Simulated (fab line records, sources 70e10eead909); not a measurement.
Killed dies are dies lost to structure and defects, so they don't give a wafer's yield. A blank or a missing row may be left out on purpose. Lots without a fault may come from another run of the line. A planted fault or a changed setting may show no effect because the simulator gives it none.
Chamber matching | flow nand_harc | NHARC_P_ZERO_WELL_DESCUM_39 on rie_diel-13: 4 sister chambers
The step chemistry O2, time 3 s. 16 wafers are shown with their chamber, then 8 later ones without.

WAFERS WITH THEIR CHAMBER
wafer  | chamber | drypump_motor_current_A (A) | oes_product_au (a.u.) | throttle_valve_pct (%)
L081.2 | 3       | 5.8                         | 1.012                 | 11.318
L081.3 | 0       | 6.3                         | 0.989                 | 11.324
L081.5 | 2       | 6.0                         | 1.000                 | 11.318
L082.2 | 3       | 5.8                         | 1.009                 | 11.312
L082.3 | 1       | 5.6                         | 0.986                 | 11.309
L082.5 | 0       | 6.3                         | 1.003                 | 11.313
L082.1 | 2       | 5.9                         | 0.994                 | 11.302
L082.4 | 0       | 6.3                         | 0.992                 | 11.303
L082.6 | 3       | 5.8                         | 1.006                 | 11.321
L083.2 | 3       | 5.8                         | 1.012                 | 11.320
L083.3 | 2       | 5.9                         | 0.996                 | 11.310
L083.4 | 1       | 5.6                         | 0.990                 | 11.310
L092.1 | 0       | 6.3                         | 1.003                 | 11.318
L092.2 | 2       | 5.9                         | 1.005                 | 11.302
L092.4 | 1       | 5.6                         | 1.001                 | 11.310
L093.3 | 0       | 6.3                         | 1.005                 | 11.315

SIGNATURES (means of the wafers above)
reading                 | chamber 0 | chamber 1 | chamber 2 | chamber 3 | scatter within a chamber
drypump_motor_current_A | 6.300     | 5.600     | 5.925     | 5.800     | 0.025
oes_product_au          | 0.99840   | 0.99233   | 0.99875   | 1.00975   | 0.006
throttle_valve_pct      | 11.31460  | 11.30967  | 11.30800  | 11.31775  | 0.00621
Rule: a wafer's distance from a chamber is the root of the sum, over the readings, of the square of ((its reading less the chamber's mean) divided by the reading's scatter). The wafer belongs to the nearest chamber; if the next one is less than 2 further off, it can't be placed. The scatter: the root of (the sum of the squares of (reading less its chamber's mean) over the shown wafers, divided by (wafers less chambers)).

WAFERS WITHOUT THEIR CHAMBER
wafer  | drypump_motor_current_A (A) | oes_product_au (a.u.) | throttle_valve_pct (%)
L093.5 | 5.9                         | 0.990                 | 11.316
L093.6 | 6.0                         | 1.006                 | 11.307
L096.1 | 6.3                         | 1.012                 | 11.299
L096.4 | 5.6                         | 1.001                 | 11.313
L096.5 | 6.3                         | 1.002                 | 11.317
L096.2 | 5.8                         | 1.017                 | 11.312
L096.3 | 5.9                         | 0.995                 | 11.316
L096.6 | 5.6                         | 0.997                 | 11.317

WHICH CHAMBER EACH WENT THROUGH
wafer  | from the rows above | in truth
L093.5 | 2                   | 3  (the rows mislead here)
L093.6 | 2                   | 2
L096.1 | 0                   | 0
L096.4 | 1                   | 1
L096.5 | 0                   | 0
L096.2 | 3                   | 3
L096.3 | 2                   | 2
L096.6 | 1                   | 1
Placed correctly: 7 of 8. Can't be placed from these rows: 0. Placed wrongly: 1.
